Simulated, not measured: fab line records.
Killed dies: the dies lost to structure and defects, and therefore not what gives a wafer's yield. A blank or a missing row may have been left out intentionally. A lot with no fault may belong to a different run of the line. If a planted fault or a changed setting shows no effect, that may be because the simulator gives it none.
Comparing a struck lot with a sound one / flow nand harc / 14 out of 1302 route steps
Sound: the wafers L133.1, L133.3, L133.5. Struck: wafers L129.2, L129.5 (left out: L129.1, a lot-mate that was not struck); the cause follows at the end.
Each step with rows lists, per side, the tool, then ch with its chambers, then its first start. Under that, the readings that differ: sound wafers / struck wafers / difference of the means / sigmas: that difference in standard deviations of wafers without a fault.
alike: words and numbers the same on both sides, and readings whose means are apart by under 2 such deviations; not compared: readings that were withheld, readings missing a value for some wafer, numbers with overlapping values and no deviation given by the record, and bounds like >300 which may hide the same value.
The two part at a step that has a row with sigmas, a row that says differs or no value, or rows on one side only. When numbers do not overlap yet have no deviation, they are printed without sigmas and do not part them. A reading that every wafer of one side lacks parts them only if that side has two wafers or more.

first, 4 steps without rows for these wafers: NHARC_A_BONDPAD_EBR_05; NHARC_A_BONDPAD_EXPOSE_06 (exposes mask A BPAD); NHARC_A_BONDPAD_PEB_07 (peb time 80 s); NHARC_A_BONDPAD_DEVELOP_08 (time 50 s).
NHARC_A_BONDPAD_CD_MEAS_09: the cd target is 500 nm.
  sound on cd sem-03 ch 0, day 32 02:01; struck on cd sem-01 ch 0, day 30 13:58
  alike: cd nm
NHARC_A_BONDPAD_OVL_MEAS_35:
  sound on overlay-02 at day 32 02:07; struck on overlay-01 at day 30 14:03
  alike: overlay x nm, overlay y nm
then, 1 step without rows for these wafers: NHARC_A_BONDPAD_HARDBAKE_10 (time 65 s).
NHARC_A_BONDPAD_DESCUM_11: chemistry O2, time 3 s.
  sound on rie diel-07 ch 0,2, day 32 02:14; struck on rie diel-08 ch 1, day 30 14:10
  alike: drypump motor current A, oes product au, rf vpp V, showerhead plenum p Torr, throttle valve pct
  not compared: rf hours counter h
NHARC_A_BONDPAD_ETCH_34: etches the open film in N2/H2, target depth 60 nm, overetch 18 nm, time 65.91 s.
  sound on rie diel-07 ch 1,2, day 32 02:19; struck on rie diel-08 ch 1,2, day 30 14:16
reading=n2 flow sccm (sccm); sound=149.6 150.2 150.0; struck=150.4 151.6; difference=+1.1; sigmas=+2
  alike: drypump motor current A, oes product au, rf vpp V, run length s, showerhead plenum p Torr, throttle valve pct
  not compared: rf hours counter h
NHARC_A_BONDPAD_ETCH_12: etches the open film in CHF3/O2, target depth 220 nm, time 110 s.
  sound: rie diel-07 ch 1,2; struck: rie diel-08 ch 1,2
  alike: drypump motor current A, oes product au, rf vpp V, run length s, showerhead plenum p Torr, throttle valve pct
  not compared: rf hours counter h
NHARC_A_BONDPAD_CD_MEAS_13:
  sound on cd sem-03 at day 32 02:33; struck on cd sem-01 at day 30 14:29
  alike: cd nm
NHARC_A_BONDPAD_STRIP_15: strips in O2.
  sound on rie diel-08 ch 0,2,3, day 32 02:37; struck on rie diel-07 ch 1,3, day 30 14:35
  alike: drypump motor current A, oes product au, rf vpp V, showerhead plenum p Torr, throttle valve pct
  not compared: rf hours counter h
NHARC_A_BONDPAD_ETCH_24: etches the open film in CF4/N2, target depth 30 nm, time 72.99 s.
  sound on rie diel-08 ch 0,2,3, day 32 02:46; struck on rie diel-07 ch 2,3, day 30 14:43
reading=run length s (s); sound=94.4 94.1 94.7; struck=72.7 73.4; difference=-21.3; sigmas=-47
  alike: drypump motor current A, n2 flow sccm, oes product au, rf vpp V, showerhead plenum p Torr, throttle valve pct
  not compared: rf hours counter h
then, 1 step without rows for these wafers: NHARC_A_BONDPAD_STRIP_16 (strips in post etch residue remover, time 600 s).

== WHERE THEY PART ==
At NHARC_A_BONDPAD_ETCH_34 first; at NHARC_A_BONDPAD_ETCH_24 last (within this record only).

WHY: what had been put in by the simulator
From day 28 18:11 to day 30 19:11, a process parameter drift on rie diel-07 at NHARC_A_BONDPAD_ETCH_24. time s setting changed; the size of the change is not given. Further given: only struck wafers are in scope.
